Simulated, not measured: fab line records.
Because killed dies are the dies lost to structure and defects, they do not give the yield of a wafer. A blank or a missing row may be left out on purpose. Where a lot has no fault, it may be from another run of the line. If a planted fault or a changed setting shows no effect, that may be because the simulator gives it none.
Which of the tools did it? || flow n5 finfet || 30 wafers from 10 lots sampled at 6 of the route's 1938 steps

WHAT THE GAUGES READ, wafer by wafer
N5_SD_EPI_P_EPI_MEAS_23.
{"lot": "L327", "measured": "day 4 00:04", "on": "film metro-01", "thk nm (nm)": "62.0 61.7 61.1"}
{"lot": "L335", "measured": "day 5 23:00", "on": "film metro-02", "thk nm (nm)": "62.0 60.1 63.4"}
{"lot": "L336", "measured": "day 6 02:28", "on": "film metro-02", "thk nm (nm)": "61.0 61.2 61.1"}
{"lot": "L337", "measured": "day 6 16:16", "on": "film metro-02", "thk nm (nm)": "62.9 62.9 61.2"}
{"lot": "L339", "measured": "day 6 23:53", "on": "film metro-01", "thk nm (nm)": "61.4 61.5 60.3"}
{"lot": "L340", "measured": "day 7 09:52", "on": "film metro-01", "thk nm (nm)": "59.8 61.4 61.8"}
{"lot": "L344", "measured": "day 8 03:38", "on": "film metro-01", "thk nm (nm)": "58.0 60.8 60.0"}
{"lot": "L345", "measured": "day 8 09:29", "on": "film metro-02", "thk nm (nm)": "62.3 59.8 61.9"}
{"lot": "L347", "measured": "day 9 00:01", "on": "film metro-02", "thk nm (nm)": "62.0 62.7 62.4"}
{"lot": "L348", "measured": "day 9 02:59", "on": "film metro-01", "thk nm (nm)": "62.2 61.0 61.2"}

N5_SD_ACTIVATION_RS_MEAS_03: uses a four-point probe to measure.
{"lot": "L327", "measured": "day 4 00:40", "on": "film metro-01", "RS_SD_N (ohm/sq)": "21.89 21.81 22.37", "RS_SD_P (ohm/sq)": "56.7 57.0 56.2"}
{"lot": "L335", "measured": "day 5 23:52", "on": "film metro-01", "RS_SD_N (ohm/sq)": "21.95 22.14 22.06", "RS_SD_P (ohm/sq)": "56.1 56.0 54.9"}
{"lot": "L336", "measured": "day 6 03:09", "on": "film metro-01", "RS_SD_N (ohm/sq)": "41.06 41.59 41.77", "RS_SD_P (ohm/sq)": "55.2 54.9 55.9"}
{"lot": "L337", "measured": "day 6 16:58", "on": "film metro-02", "RS_SD_N (ohm/sq)": "40.67 41.17 40.80", "RS_SD_P (ohm/sq)": "55.6 55.7 55.4"}
{"lot": "L339", "measured": "day 7 01:03", "on": "film metro-01", "RS_SD_N (ohm/sq)": "21.95 21.83 22.07", "RS_SD_P (ohm/sq)": "56.2 55.7 56.7"}
{"lot": "L340", "measured": "day 7 10:38", "on": "film metro-01", "RS_SD_N (ohm/sq)": "21.83 21.70 22.07", "RS_SD_P (ohm/sq)": "55.8 55.7 56.6"}
{"lot": "L344", "measured": "day 8 04:19", "on": "film metro-01", "RS_SD_N (ohm/sq)": "21.83 22.01 21.53", "RS_SD_P (ohm/sq)": "56.6 56.3 56.1"}
{"lot": "L345", "measured": "day 8 10:05", "on": "film metro-01", "RS_SD_N (ohm/sq)": "21.63 21.08 21.46", "RS_SD_P (ohm/sq)": "56.5 56.2 56.2"}
{"lot": "L347", "measured": "day 9 00:39", "on": "film metro-01", "RS_SD_N (ohm/sq)": "22.18 22.07 22.18", "RS_SD_P (ohm/sq)": "53.4 53.7 53.7"}
{"lot": "L348", "measured": "day 9 03:36", "on": "film metro-02", "RS_SD_N (ohm/sq)": "21.94 22.12 22.23", "RS_SD_P (ohm/sq)": "57.4 55.9 56.6"}

N5_ILD0_THK_MEAS_13.
{"lot": "L327", "measured": "day 4 07:46", "on": "film metro-02", "thk nm (nm)": "17.4 18.5 15.7"}
{"lot": "L335", "measured": "day 6 06:28", "on": "film metro-01", "thk nm (nm)": "17.2 16.7 18.1"}
{"lot": "L336", "measured": "day 6 09:58", "on": "film metro-01", "thk nm (nm)": "18.2 18.6 16.8"}
{"lot": "L337", "measured": "day 6 23:52", "on": "film metro-02", "thk nm (nm)": "17.1 18.6 18.0"}
{"lot": "L339", "measured": "day 7 07:41", "on": "film metro-02", "thk nm (nm)": "20.1 17.4 19.7"}
{"lot": "L340", "measured": "day 7 17:11", "on": "film metro-01", "thk nm (nm)": "18.3 19.2 19.9"}
{"lot": "L344", "measured": "day 8 11:56", "on": "film metro-02", "thk nm (nm)": "17.3 17.9 17.6"}
{"lot": "L345", "measured": "day 8 18:13", "on": "film metro-01", "thk nm (nm)": "17.4 18.0 17.7"}
{"lot": "L347", "measured": "day 9 07:34", "on": "film metro-01", "thk nm (nm)": "19.4 17.9 19.4"}
{"lot": "L348", "measured": "day 9 10:32", "on": "film metro-02", "thk nm (nm)": "19.2 17.0 18.3"}

N5_BEOL_M4_RC_MEAS_101.
{"lot": "L327", "measured": "day 8 01:18", "on": "prober-02", "DIBL_N (mV/V)": "35.8 38.5 35.0", "DIBL_P (mV/V)": "35.5 39.1 35.3", "IOFF_N (nA/um)": "0.155 0.207 0.146", "IOFF_N_85C (nA/um)": "3.1 3.9 3.0", "IOFF_N_LIN (nA/um)": "0.070 0.086 0.068", "IOFF_P (nA/um)": "0.16 0.22 0.17", "ION_N (uA/um)": "674 680 668", "ION_P (uA/um)": "460 454 454", "RC_DENSE_N (ohm.um)": "18.1 19.2 19.8", "RC_N (ohm.um)": "14.8 15.6 16.0", "REXT_N (ohm.um)": "78.1 79.1 79.9", "RS_SD_N (ohm/sq)": "28.9 28.4 29.2", "SS_N (mV/dec)": "72.5 72.3 70.5", "SS_P (mV/dec)": "73.2 74.7 73.0", "VT_N (mV)": "250 248 248", "VT_N_LVT (mV)": "98.3 94.3 97.6", "VT_P (mV)": "-257 -251 -256"}
{"lot": "L335", "measured": "day 10 11:10", "on": "prober-02", "DIBL_N (mV/V)": "32.3 34.6 34.7", "DIBL_P (mV/V)": "32.4 35.4 35.3", "IOFF_N (nA/um)": "0.112 0.156 0.142", "IOFF_N_85C (nA/um)": "2.4 3.1 2.9", "IOFF_N_LIN (nA/um)": "0.056 0.071 0.066", "IOFF_P (nA/um)": "0.19 0.23 0.22", "ION_N (uA/um)": "658 682 660", "ION_P (uA/um)": "462 467 459", "RC_DENSE_N (ohm.um)": "19.7 19.3 20.0", "RC_N (ohm.um)": "16.1 15.8 16.3", "REXT_N (ohm.um)": "75.7 75.0 75.2", "RS_SD_N (ohm/sq)": "28.3 28.2 28.1", "SS_N (mV/dec)": "70.2 71.0 71.6", "SS_P (mV/dec)": "72.7 73.5 73.2", "VT_N (mV)": "254 250 252", "VT_N_LVT (mV)": "104.7 100.4 102.6", "VT_P (mV)": "-249 -247 -247"}
{"lot": "L336", "measured": "day 10 20:08", "on": "prober-01", "DIBL_N (mV/V)": "32.2 25.7 28.4", "DIBL_P (mV/V)": "38.8 30.8 34.7", "IOFF_N (nA/um)": "0.094 0.045 0.061", "IOFF_N_85C (nA/um)": "1.9 1.1 1.4", "IOFF_N_LIN (nA/um)": "0.050 0.027 0.035", "IOFF_P (nA/um)": "0.28 0.16 0.21", "ION_N (uA/um)": "592 557 567", "ION_P (uA/um)": "477 465 463", "RC_DENSE_N (ohm.um)": "38.8 38.7 38.9", "RC_N (ohm.um)": "31.6 31.6 31.2", "REXT_N (ohm.um)": "137.5 136.4 138.8", "RS_SD_N (ohm/sq)": "51.8 52.2 52.5", "SS_N (mV/dec)": "70.9 69.2 70.1", "SS_P (mV/dec)": "74.7 72.3 73.2", "VT_N (mV)": "260 270 268", "VT_N_LVT (mV)": "107.8 116.9 113.2", "VT_P (mV)": "-247 -252 -252"}
{"lot": "L337", "measured": "day 10 22:46", "on": "prober-02", "DIBL_N (mV/V)": "28.0 26.8 28.6", "DIBL_P (mV/V)": "35.3 34.6 36.7", "IOFF_N (nA/um)": "0.068 0.060 0.079", "IOFF_N_85C (nA/um)": "1.5 1.4 1.7", "IOFF_N_LIN (nA/um)": "0.038 0.035 0.043", "IOFF_P (nA/um)": "0.23 0.23 0.27", "ION_N (uA/um)": "576 571 591", "ION_P (uA/um)": "467 474 480", "RC_DENSE_N (ohm.um)": "37.5 35.8 35.5", "RC_N (ohm.um)": "30.3 29.5 28.8", "REXT_N (ohm.um)": "129.6 132.0 128.4", "RS_SD_N (ohm/sq)": "50.9 51.8 51.2", "SS_N (mV/dec)": "69.5 69.5 70.4", "SS_P (mV/dec)": "72.4 72.7 73.8", "VT_N (mV)": "263 264 262", "VT_N_LVT (mV)": "113.5 116.3 112.0", "VT_P (mV)": "-245 -247 -245"}
{"lot": "L339", "measured": "day 11 05:07", "on": "prober-01", "DIBL_N (mV/V)": "35.5 37.3 37.1", "DIBL_P (mV/V)": "34.7 36.9 37.1", "IOFF_N (nA/um)": "0.141 0.182 0.174", "IOFF_N_85C (nA/um)": "2.8 3.5 3.4", "IOFF_N_LIN (nA/um)": "0.063 0.081 0.078", "IOFF_P (nA/um)": "0.20 0.23 0.24", "ION_N (uA/um)": "656 684 688", "ION_P (uA/um)": "460 472 467", "RC_DENSE_N (ohm.um)": "18.2 19.1 19.6", "RC_N (ohm.um)": "14.9 15.6 15.7", "REXT_N (ohm.um)": "76.2 74.8 76.1", "RS_SD_N (ohm/sq)": "28.6 28.3 28.3", "SS_N (mV/dec)": "70.8 71.4 71.6", "SS_P (mV/dec)": "73.3 72.7 73.9", "VT_N (mV)": "254 249 249", "VT_N_LVT (mV)": "100.5 96.0 97.1", "VT_P (mV)": "-251 -248 -248"}
{"lot": "L340", "measured": "day 11 14:01", "on": "prober-02", "DIBL_N (mV/V)": "38.0 36.2 33.9", "DIBL_P (mV/V)": "39.2 36.7 34.5", "IOFF_N (nA/um)": "0.202 0.174 0.133", "IOFF_N_85C (nA/um)": "3.8 3.4 2.7", "IOFF_N_LIN (nA/um)": "0.089 0.079 0.065", "IOFF_P (nA/um)": "0.22 0.19 0.16", "ION_N (uA/um)": "691 681 667", "ION_P (uA/um)": "464 458 457", "RC_DENSE_N (ohm.um)": "19.4 18.4 19.0", "RC_N (ohm.um)": "15.8 14.9 15.5", "REXT_N (ohm.um)": "75.7 74.4 75.8", "RS_SD_N (ohm/sq)": "27.9 27.8 28.5", "SS_N (mV/dec)": "72.0 71.3 70.4", "SS_P (mV/dec)": "74.4 73.9 73.4", "VT_N (mV)": "245 248 251", "VT_N_LVT (mV)": "94.8 96.3 99.0", "VT_P (mV)": "-251 -252 -256"}
{"lot": "L344", "measured": "day 13 01:37", "on": "prober-02", "DIBL_N (mV/V)": "34.4 35.9 34.5", "DIBL_P (mV/V)": "34.3 36.0 33.9", "IOFF_N (nA/um)": "0.118 0.145 0.125", "IOFF_N_85C (nA/um)": "2.4 2.9 2.5", "IOFF_N_LIN (nA/um)": "0.058 0.070 0.061", "IOFF_P (nA/um)": "0.18 0.21 0.18", "ION_N (uA/um)": "667 662 662", "ION_P (uA/um)": "462 456 463", "RC_DENSE_N (ohm.um)": "18.9 18.4 19.1", "RC_N (ohm.um)": "15.5 15.1 15.7", "REXT_N (ohm.um)": "74.1 75.5 74.3", "RS_SD_N (ohm/sq)": "27.9 28.3 28.2", "SS_N (mV/dec)": "70.8 71.1 71.1", "SS_P (mV/dec)": "72.6 73.1 72.5", "VT_N (mV)": "256 250 252", "VT_N_LVT (mV)": "104.1 100.2 103.3", "VT_P (mV)": "-251 -251 -252"}
{"lot": "L345", "measured": "day 13 12:47", "on": "prober-01", "DIBL_N (mV/V)": "38.1 37.2 38.8", "DIBL_P (mV/V)": "38.5 36.4 38.3", "IOFF_N (nA/um)": "0.208 0.179 0.202", "IOFF_N_85C (nA/um)": "3.8 3.4 3.7", "IOFF_N_LIN (nA/um)": "0.092 0.080 0.090", "IOFF_P (nA/um)": "0.24 0.20 0.25", "ION_N (uA/um)": "692 673 686", "ION_P (uA/um)": "468 455 466", "RC_DENSE_N (ohm.um)": "18.7 19.0 18.8", "RC_N (ohm.um)": "15.3 15.4 15.4", "REXT_N (ohm.um)": "77.5 76.8 77.0", "RS_SD_N (ohm/sq)": "27.6 27.4 28.1", "SS_N (mV/dec)": "71.7 71.9 72.1", "SS_P (mV/dec)": "73.9 73.5 74.6", "VT_N (mV)": "247 249 246", "VT_N_LVT (mV)": "94.5 96.0 94.7", "VT_P (mV)": "-249 -254 -250"}
{"lot": "L347", "measured": "day 13 10:40", "on": "prober-01", "DIBL_N (mV/V)": "35.1 36.1 35.9", "DIBL_P (mV/V)": "35.2 36.0 36.8", "IOFF_N (nA/um)": "0.132 0.156 0.150", "IOFF_N_85C (nA/um)": "2.7 3.0 3.0", "IOFF_N_LIN (nA/um)": "0.063 0.071 0.070", "IOFF_P (nA/um)": "0.16 0.18 0.19", "ION_N (uA/um)": "676 674 680", "ION_P (uA/um)": "463 461 462", "RC_DENSE_N (ohm.um)": "19.8 19.1 18.9", "RC_N (ohm.um)": "16.1 15.7 15.4", "REXT_N (ohm.um)": "77.5 77.2 78.6", "RS_SD_N (ohm/sq)": "28.8 28.5 28.6", "SS_N (mV/dec)": "70.9 71.5 71.0", "SS_P (mV/dec)": "72.4 73.2 72.9", "VT_N (mV)": "251 250 251", "VT_N_LVT (mV)": "100.7 96.6 98.3", "VT_P (mV)": "-254 -256 -253"}
{"lot": "L348", "measured": "day 14 00:35", "on": "prober-02", "DIBL_N (mV/V)": "36.8 36.1 36.3", "DIBL_P (mV/V)": "37.8 37.0 36.7", "IOFF_N (nA/um)": "0.184 0.167 0.166", "IOFF_N_85C (nA/um)": "3.5 3.2 3.2", "IOFF_N_LIN (nA/um)": "0.083 0.077 0.074", "IOFF_P (nA/um)": "0.23 0.21 0.21", "ION_N (uA/um)": "694 684 680", "ION_P (uA/um)": "471 464 459", "RC_DENSE_N (ohm.um)": "19.2 19.5 18.7", "RC_N (ohm.um)": "15.6 15.7 15.4", "REXT_N (ohm.um)": "73.6 74.5 74.2", "RS_SD_N (ohm/sq)": "28.5 28.6 28.5", "SS_N (mV/dec)": "71.0 71.1 71.8", "SS_P (mV/dec)": "73.2 72.9 73.4", "VT_N (mV)": "246 248 247", "VT_N_LVT (mV)": "94.7 95.8 97.2", "VT_P (mV)": "-249 -251 -253"}

TOOL THAT RAN EACH LOT (tool first, then ch and the chambers of the sampled wafers, then the start)
{"lot": "L327", "N5_SD_EPI_N_EPI_21": "epi rpcvd-03 ch 0, day 3 15:21", "N5_SD_ACTIVATION_LSA_01": "laser anneal-01 ch 0, day 4 00:28"}
{"lot": "L335", "N5_SD_EPI_N_EPI_21": "epi rpcvd-04 ch 0, day 5 16:13", "N5_SD_ACTIVATION_LSA_01": "laser anneal-02 ch 0, day 5 23:40"}
{"lot": "L336", "N5_SD_EPI_N_EPI_21": "epi rpcvd-03 ch 0, day 5 20:04", "N5_SD_ACTIVATION_LSA_01": "laser anneal-01 ch 0, day 6 02:57"}
{"lot": "L337", "N5_SD_EPI_N_EPI_21": "epi rpcvd-03 ch 0, day 6 08:42", "N5_SD_ACTIVATION_LSA_01": "laser anneal-02 ch 0, day 6 16:45"}
{"lot": "L339", "N5_SD_EPI_N_EPI_21": "epi rpcvd-04 ch 0, day 6 17:58", "N5_SD_ACTIVATION_LSA_01": "laser anneal-02 ch 0, day 7 00:52"}
{"lot": "L340", "N5_SD_EPI_N_EPI_21": "epi rpcvd-02 ch 0, day 7 03:34", "N5_SD_ACTIVATION_LSA_01": "laser anneal-02 ch 0, day 7 10:25"}
{"lot": "L344", "N5_SD_EPI_N_EPI_21": "epi rpcvd-02 ch 0, day 7 20:49", "N5_SD_ACTIVATION_LSA_01": "laser anneal-01 ch 0, day 8 04:07"}
{"lot": "L345", "N5_SD_EPI_N_EPI_21": "epi rpcvd-04 ch 0, day 8 03:18", "N5_SD_ACTIVATION_LSA_01": "laser anneal-02 ch 0, day 8 09:53"}
{"lot": "L347", "N5_SD_EPI_N_EPI_21": "epi rpcvd-02 ch 0, day 8 15:49", "N5_SD_ACTIVATION_LSA_01": "laser anneal-02 ch 0, day 9 00:28"}
{"lot": "L348", "N5_SD_EPI_N_EPI_21": "epi rpcvd-03 ch 0, day 8 20:10", "N5_SD_ACTIVATION_LSA_01": "laser anneal-01 ch 0, day 9 03:24"}
- N5_SD_EPI_N_EPI_21: deposits Si:P, time 690 s.
- N5_SD_ACTIVATION_LSA_01: time 0.0008 s.

WHAT THE TOOLS THEMSELVES READ (means of the sampled wafers that have a number; where no wafer has one, the mark that the record gives instead)
N5_SD_ACTIVATION_LSA_01.
{"lot": "L327", "tool": "laser anneal-01", "wafer_temp_C_max": 1086.0}
{"lot": "L335", "tool": "laser anneal-02", "wafer_temp_C_max": 1087.6}
{"lot": "L336", "tool": "laser anneal-01", "wafer_temp_C_max": 1085.7}
{"lot": "L337", "tool": "laser anneal-02", "wafer_temp_C_max": 1085.5}
{"lot": "L339", "tool": "laser anneal-02", "wafer_temp_C_max": 1088.2}
{"lot": "L340", "tool": "laser anneal-02", "wafer_temp_C_max": 1086.3}
{"lot": "L344", "tool": "laser anneal-01", "wafer_temp_C_max": 1085.3}
{"lot": "L345", "tool": "laser anneal-02", "wafer_temp_C_max": 1086.1}
{"lot": "L347", "tool": "laser anneal-02", "wafer_temp_C_max": 1086.5}
{"lot": "L348", "tool": "laser anneal-01", "wafer_temp_C_max": 1086.8}

THE ANSWER, worked out from the rows above alone
Rule: the lots themselves supply what counts as usual. Put in order of their means at a reading, lots are off if they are a third of the lots or fewer, leave a main group of 4 or more, and stand apart from it by a gap of 3 or more times the standard deviation of the main group's means; of several such gaps the widest counts. The tables above print the reading to a certain number of digits; a main group whose means all agree to those digits is not used. A lot without any number at a reading at which 4 lots or more have one is off too. The other lots that the step has rows for count as sound. Order of review: gauges by route order, followed by the tools' own readings, for which a lot's mean as printed above is used. The first step at which some lot is off is used, and at that step the reading that is off furthest; a lot without a number counts as furthest.
Off: L336, L337, at N5_SD_ACTIVATION_RS_MEAS_03 (RS_SD_N). The main group: mean 21.91 ohm/sq, standard deviation 0.23.
If a tool, at a process step before that reading, ran all the lots that are off and no sound lot after the first of them, it fits. Not tried: the gauges at N5_SD_ACTIVATION_RS_MEAS_03; whatever is off there is also off at N5_BEOL_M4_RC_MEAS_101, on other tools, and gauge error can't account for it. None of those tried fits.

WHAT THE SIMULATOR HAD INSERTED
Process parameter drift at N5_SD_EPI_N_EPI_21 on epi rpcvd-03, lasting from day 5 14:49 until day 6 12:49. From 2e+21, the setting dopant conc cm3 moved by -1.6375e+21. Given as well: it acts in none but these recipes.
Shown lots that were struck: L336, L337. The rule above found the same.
